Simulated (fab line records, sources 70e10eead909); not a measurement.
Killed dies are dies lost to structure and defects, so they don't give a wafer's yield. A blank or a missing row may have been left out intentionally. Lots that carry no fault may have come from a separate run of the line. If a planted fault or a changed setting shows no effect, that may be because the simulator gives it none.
fab line records	flow nand-harc
record: lots: 13	wafers: 39	last-day: 32
route steps=1302 shown P_BONDPAD@386 A_ZERO_WELL@401 A_ONON_D1@426 END@1302
lots that met no fault: from a run of the same line without faults
start-h: hours from the record's first day to the start of the lot's first wafer shown	wait-h: hours since the lot's step before	" as in the row above	L1.1+2: several wafers, shown together as one row	- no value, or no start was given	* or withheld: withheld	< > ~ a bound
route shown NAME@n: names a module that has steps shown in the file, with the first one's number in the route	usual: the fault-free wafers' mean and standard deviation	same: alike in all rows	chamber/n: place in a boat	sites: per-site readings	_std_site: standard deviation across them	_edge_site: mean of outer sites minus mean of inner sites	radius-mm: for every site, how far away it sits from the centre of the wafer	mask NAME#n: copy n	behind: tool/chamber where the wafer was last shaped	hold: the reason the lot was held/the length of the hold in hours/how it ended	device: names the non-switching transistor (n, p or np)	end of line: at the end of the route, the tests of the same wafers	step lacking rows: just its recipe	killed: dies lost to structure and defects at the first sort, not the wafer's yield	map: shows each die of a wafer: x if killed, . if not, _ if none is there
set.NAME: setting as actually run; set.NAME@STEP: the setting as run at that earlier step	model.NAME: the simulator's own value behind a step, which no gauge read
one table for each step of the route and one row for each wafer, over a sample of lots
services: a tool's chamber out of use, with start hour (start-h, from the record's first day; less than 0 if before it), hours out, and reason
== steps ==
step: NHARC_P_BONDPAD_ACTIVATE_29
recipe: time-s: 60	n2-flow-sccm: 200	ar-flow-sccm: 0	bias-power-w: 0	chemistry: N2
usual: drypump-motor-current-A: 5.9/0.53	oes-product-au: 1.003/0.011	rf-vpp-V: 64.0/0.91	showerhead-plenum-p-Torr: 1.76/0.063
same: time-s: 60
lot.wafer	tool	chamber	start-h	wait-h	drypump-motor-current-A	oes-product-au	rf-hours-counter-h	rf-vpp-V	showerhead-plenum-p-Torr
L108.4	rie-diel-08	0	141.15	0.1	5.6	1.008	5.1	63.2	1.73
L108.2	"	1	"	"	6.0	1.018	5.1	64.2	1.80
L108.6	"	3	"	"	6.0	1.020	-	63.7	1.88
L110.2	rie-diel-09	2	152.88	0.1	6.3	0.997	0.0	65.4	1.80
L110.3	"	3	"	"	5.2	0.990	0.0	63.2	1.73
L110.5	"	2	"	"	6.3	0.984	-	63.0	1.80
L109.2	rie-diel-03	2	153.52	0.1	6.3	1.008	1.0	62.4	1.74
L109.4	"	0	"	"	6.2	0.998	1.1	64.6	1.75
L109.6	"	2	"	"	6.3	1.008	-	62.6	1.74
L111.3	rie-diel-03	3	167.39	0.1	6.3	0.997	1.6	63.1	1.69
L111.1	"	0	"	"	6.2	1.004	1.7	64.5	1.75
L111.4	"	2	"	"	6.3	1.006	1.6	64.5	1.74
L112.1	rie-diel-03	1	181.58	0.1	5.8	1.000	1.9	64.3	1.85
L112.6	"	0	"	"	6.2	0.992	-	63.2	1.75
L112.5	"	1	"	"	5.8	1.009	-	64.0	1.85
L113.2	rie-diel-08	0	186.47	0.1	5.5	1.016	8.5	64.7	1.73
L113.6	"	0	"	"	5.5	1.010	-	64.0	1.73
L113.5	"	2	"	"	6.7	1.014	-	64.6	1.77
L114.2	rie-diel-09	3	203.32	0.1	5.2	1.001	2.5	64.3	1.73
L114.1	"	1	"	"	5.4	0.996	3.0	62.9	1.76
L114.3	"	2	"	"	6.3	0.995	3.2	64.6	1.80
L116.4	rie-diel-09	0	223.72	0.1	5.0	0.995	3.6	62.6	1.65
L116.2	"	2	"	"	6.3	0.998	4.0	61.9	1.80
L116.6	"	0	"	"	5.0	0.997	-	63.3	1.65
L119.2	rie-diel-09	1	244.61	0.1	5.5	0.999	4.2	64.0	1.76
L119.1	"	2	"	"	6.3	1.001	4.1	64.7	1.80
L119.6	"	1	"	"	5.5	1.006	-	64.7	1.76
L125.2	rie-diel-03	0	313.36	0.1	6.2	1.002	1.0	63.4	1.75
L125.5	"	1	"	"	5.8	1.021	-	65.4	1.85
L125.6	"	2	"	"	6.3	1.019	-	63.9	1.74
L126.1	rie-diel-09	1	318.17	0.1	5.4	0.992	7.8	62.7	1.76
L126.3	"	3	"	"	5.2	0.992	9.1	63.9	1.73
L126.5	"	0	"	"	4.9	0.991	-	62.6	1.65
L128.3	rie-diel-09	0	340.98	0.1	4.9	0.998	0.9	63.2	1.65
L128.6	"	2	"	"	6.3	0.984	-	63.8	1.80
L128.5	"	3	"	"	5.2	0.984	-	61.6	1.73
L129.1	rie-diel-09	3	351.05	0.1	5.2	0.997	2.1	64.2	1.73
L129.2	"	2	"	"	6.3	0.981	2.1	64.6	1.80
L129.6	"	0	"	"	4.9	0.995	-	62.6	1.65
step: NHARC_A_ZERO_WELL_CD_MEAS_10
recipe: target-cd-nm: 2000	landing-energy-ev: 500
usual: cd-nm: 1999.8/2.1
lot.wafer	tool	chamber	start-h	wait-h	cd-nm
L108.2	cd-sem-02	0	142.38	-	1996.2
L108.4	"	0	"	"	1997.2
L108.6	"	0	"	"	1997.6
L110.2	cd-sem-01	0	153.99	-	2001.0
L110.3	"	0	"	"	2000.9
L110.5	"	0	"	"	1998.9
L109.2	cd-sem-03	0	154.63	-	1999.6
L109.4	"	0	"	"	2001.4
L109.6	"	0	"	"	2002.1
L111.1	cd-sem-02	0	168.51	-	1999.9
L111.3	"	0	"	"	2005.5
L111.4	"	0	"	"	2003.4
L112.1	cd-sem-01	0	182.82	-	1996.6
L112.5	"	0	"	"	2000.5
L112.6	"	0	"	"	2000.7
L113.2	cd-sem-02	0	187.73	-	2001.1
L113.5	"	0	"	"	2002.0
L113.6	"	0	"	"	2000.5
L114.1	cd-sem-01	0	204.58	-	2002.4
L114.2	"	0	"	"	2000.0
L114.3	"	0	"	"	1999.9
L116.2	cd-sem-01	0	224.97	-	1998.5
L116.4	"	0	"	"	1997.5
L116.6	"	0	"	"	2002.0
L119.1	cd-sem-01	0	245.76	-	1998.4
L119.2	"	0	"	"	2001.0
L119.6	"	0	"	"	1999.9
L125.2	cd-sem-03	0	314.46	-	2001.4
L125.5	"	0	"	"	1996.8
L125.6	"	0	"	"	2000.4
L126.1	cd-sem-01	0	319.41	-	2003.7
L126.3	"	0	"	"	1999.8
L126.5	"	0	"	"	1999.8
L128.3	cd-sem-01	0	342.10	-	2001.6
L128.5	"	0	"	"	2001.4
L128.6	"	0	"	"	2001.4
L129.1	cd-sem-03	0	352.35	-	1999.5
L129.2	"	0	"	"	2003.1
L129.6	"	0	"	"	2003.0
step: NHARC_A_ONON_D1_DEP_03
recipe: target-thk-a: 10000	n2-flow-sccm: 2750	n2o-flow-sccm: 2000	nh3-flow-sccm: 500	sih4-flow-sccm: 210	temp-c: 400
usual: nh3-flow-sccm: 499.9/1.4
lot.wafer	tool	chamber	start-h	wait-h	nh3-flow-sccm
L108.2	pecvd-onon-04	0	164.10	0.1	499.7
L108.4	"	0	"	"	498.9
L108.6	"	0	"	"	500.7
L110.2	pecvd-onon-02	0	177.29	0.1	500.6
L110.3	"	0	"	"	500.3
L110.5	"	0	"	"	501.6
L109.2	pecvd-onon-04	0	177.29	0.1	501.0
L109.4	"	0	"	"	501.3
L109.6	"	0	"	"	500.1
L111.1	pecvd-onon-04	0	193.95	0.1	499.5
L111.3	"	0	"	"	499.2
L111.4	"	0	"	"	498.9
L112.1	pecvd-onon-04	0	206.39	0.1	499.8
L112.5	"	0	"	"	498.2
L112.6	"	0	"	"	498.2
L113.2	pecvd-onon-04	0	210.25	0.1	501.5
L113.5	"	0	"	"	497.8
L113.6	"	0	"	"	497.8
L114.1	pecvd-onon-04	0	227.86	0.1	499.0
L114.2	"	0	"	"	500.1
L114.3	"	0	"	"	500.6
L116.2	pecvd-onon-04	0	246.82	0.1	500.4
L116.4	"	0	"	"	501.1
L116.6	"	0	"	"	502.6
L119.1	pecvd-onon-04	0	271.69	0.1	501.5
L119.2	"	0	"	"	500.6
L119.6	"	0	"	"	501.2
L125.2	pecvd-onon-02	0	336.50	0.1	499.9
L125.5	"	0	"	"	499.8
L125.6	"	0	"	"	501.5
L126.1	pecvd-onon-02	0	342.23	0.1	498.6
L126.3	"	0	"	"	499.4
L126.5	"	0	"	"	500.5
L128.3	pecvd-onon-01	0	370.07	0.2	498.8
L128.5	"	0	"	"	499.3
L128.6	"	0	"	"	497.9
L129.1	pecvd-onon-01	0	374.90	0.1	498.9
L129.2	"	0	"	"	499.2
L129.6	"	0	"	"	500.1
step: NHARC_A_ONON_D1_THK_MEAS_05
recipe: thk-meas-gauge: ellipsometry
usual: thk-nm: 998/7.7
lot.wafer	tool	chamber	start-h	wait-h	thk-nm
L108.2	film-metro-02	-	164.56	-	1005
L108.4	"	-	"	"	1003
L108.6	"	-	"	"	1004
L110.2	film-metro-01	-	177.74	-	998
L110.3	"	-	"	"	996
L110.5	"	-	"	"	997
L109.2	film-metro-02	-	177.75	-	1007
L109.4	"	-	"	"	1005
L109.6	"	-	"	"	1004
L111.1	film-metro-02	-	194.45	-	996
L111.3	"	-	"	"	994
L111.4	"	-	"	"	995
L112.1	film-metro-01	-	206.90	-	1010
L112.5	"	-	"	"	1009
L112.6	"	-	"	"	1008
L113.2	film-metro-02	-	210.70	-	988
L113.5	"	-	"	"	989
L113.6	"	-	"	"	987
L114.1	film-metro-02	-	228.37	-	1007
L114.2	"	-	"	"	1010
L114.3	"	-	"	"	1008
L116.2	film-metro-01	-	247.27	-	675
L116.4	"	-	"	"	676
L116.6	"	-	"	"	673
L119.1	film-metro-01	-	272.21	-	674
L119.2	"	-	"	"	673
L119.6	"	-	"	"	674
L125.2	film-metro-01	-	336.96	-	997
L125.5	"	-	"	"	997
L125.6	"	-	"	"	996
L126.1	film-metro-02	-	342.74	-	1009
L126.3	"	-	"	"	1008
L126.5	"	-	"	"	1007
L128.3	film-metro-02	-	370.49	-	1005
L128.5	"	-	"	"	1007
L128.6	"	-	"	"	1008
L129.1	film-metro-01	-	375.41	-	1008
L129.2	"	-	"	"	1006
L129.6	"	-	"	"	1006
step: NHARC_END_SORT_01
recipe: temp-c: 25
usual: killed-at-array: 55/12	killed-at-other: 1.0/1.2	killed-at-periphery: 3.9/2.6	killed-dies: 60/12	killed-open: 3.3/1.9	killed-short: 2.5/1.8
same: gross-dies: 677
lot.wafer	tool	chamber	start-h	wait-h	killed-at-array	killed-at-other	killed-at-periphery	killed-dies	killed-open	killed-short
L116.2	prober-01	0	649.63	2.8	674	2	1	677	2	1
L116.4	prober-01	0	651.21	3.4	670	4	3	677	4	2
L116.6	prober-01	0	652.79	4.0	672	1	4	677	6	1
L119.1	prober-01	0	664.15	2.5	667	1	9	677	4	8
L119.2	prober-01	0	664.96	2.8	671	2	4	677	1	3
L119.6	prober-01	0	668.17	4.0	673	2	2	677	6	3
killed by level:class
L116.2 A_ONON_D1:area-dep=616 A_CHANNEL_HOLE_D1:chamber-film-flake=25 A_CHANNEL_HOLE_D2:chamber-film-flake=22 A_CONTACT:chamber-film-flake=3 A_DECK1_JOINT:chamber-film-flake=2 A_CHANNEL_FILL_D2:chamber-film-flake=2 A_STAIRCASE:chamber-film-flake=2 THIN_TSV:chamber-film-flake=2
L116.4 A_ONON_D1:area-dep=619 A_CHANNEL_HOLE_D1:chamber-film-flake=25 A_CHANNEL_HOLE_D2:chamber-film-flake=11 A_STAIRCASE:chamber-film-flake=4 THIN_TSV:chamber-film-flake=4 A_CHANNEL_FILL_D1:geometric-particle:open=2 A_DECK1_JOINT:chamber-film-flake=2 A_WL_FILL:chamber-film-flake=2
L116.6 A_ONON_D1:area-dep=614 A_CHANNEL_HOLE_D1:chamber-film-flake=29 A_CHANNEL_HOLE_D2:chamber-film-flake=20 A_CONTACT:chamber-film-flake=4 P_GATE:geometric-particle:open=2 A_ONON_D2:geometric-particle:open=2 P_GATE:geometric-particle:short=1 P_M1:geometric-particle:open=1
L119.1 A_ONON_D1:area-dep=621 A_SLIT:chamber-film-flake=24 A_CHANNEL_HOLE_D1:chamber-film-flake=8 A_CHANNEL_HOLE_D2:chamber-film-flake=3 A_ONON_D1:geometric-particle:short=2 A_CHANNEL_FILL_D1:geometric-particle:short=2 P_ZERO_WELL:chamber-film-flake=2 P_M0:geometric-particle:short=1
L119.2 A_ONON_D1:area-dep=629 A_SLIT:chamber-film-flake=30 A_CHANNEL_HOLE_D1:chamber-film-flake=6 P_STI:chamber-film-flake=2 A_CONTACT:chamber-film-flake=2 P_M1:geometric-particle:short=1 A_SGD_CUT:geometric-particle:short=1 A_WL_FILL:geometric-particle:open=1
L119.6 A_ONON_D1:area-dep=628 A_SLIT:chamber-film-flake=29 A_CHANNEL_HOLE_D1:chamber-film-flake=4 THIN_TSV:chamber-film-flake=2 P_M1:geometric-particle:open=1 A_ONON_D1:geometric-particle:open=1 A_ONON_D1:geometric-particle:short=1 A_CHANNEL_FILL_D1:geometric-particle:open=1
== services ==
tool	chamber	start-h	hours	kind
rie-diel-09	0	122.10	-	clean
rie-diel-09	1	122.10	-	clean
rie-diel-09	2	122.10	-	clean
pecvd-onon-04	-	130.22	13.0	pm
rie-diel-09	-	143.10	9.0	pm
rie-diel-08	1	170.52	16.8	repair
rie-diel-03	3	176.54	7.5	repair
pecvd-onon-02	-	185.03	13.0	pm
rie-diel-08	-	190.80	9.0	pm
rie-diel-03	-	202.97	1.0	repair
rie-diel-09	2	233.44	7.4	repair
rie-diel-03	1	265.91	2.6	repair
pecvd-onon-01	-	269.00	13.0	pm
rie-diel-03	-	281.30	9.0	pm
rie-diel-08	3	299.46	7.4	repair
pecvd-onon-01	-	301.28	9.1	repair
rie-diel-09	0	309.45	8.7	repair
pecvd-onon-04	-	311.52	13.0	pm
rie-diel-09	-	320.10	9.0	pm
rie-diel-09	1	334.70	35.7	repair
pecvd-onon-02	-	366.03	13.0	pm
rie-diel-08	0	367.15	6.7	repair
rie-diel-08	-	367.80	9.0	pm
rie-diel-09	3	371.86	5.8	repair
== key ==
first-sign: step: NHARC_A_ONON_D1_THK_MEAS_05	reading: thk-nm	direction: down	sigmas: 42	usual: 998	struck: 674
effect: step: NHARC_END_SORT_01	reading: killed-dies	direction: up	sigmas: 52	usual: 60	struck: 677
more-kills-born-at: NHARC_A_ONON_D1_DEP_03@pecvd-onon-04: 3727
met-at NHARC_A_ONON_D1_DEP_03
struck-lots L116,L119
struck-wafers L116.2,L116.4,L116.6,L119.1,L119.2,L119.6
later-rows-left-out L116.2,L116.4,L116.6,L119.1,L119.2,L119.6
tester-left-out L116,L119
not-acting-at NHARC_P_BONDPAD_ACTIVATE_29,NHARC_A_ZERO_WELL_CD_MEAS_10
onset-between 227.86 246.82
fault: kind: process-parameter-drift	tool: pecvd-onon-04	chamber: 0	onset-h: 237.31	steps: NHARC_A_ONON_D1_DEP_03	channel: target-thk-a	offset: *	shape: step	end-h: 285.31	acts-in: *	stated: *
tester-left-out: of these lots the tester's yield and bins aren't shown, on N5 and GAA mostly nor the transistor test; their killed dies are dies lost to structure and defects alone, not to doping, threshold or leakage, so they don't give the yield
later-rows-left-out: the simulator's readings of these wafers behind a module that went badly wrong aren't trusted and aren't shown, but for the sort
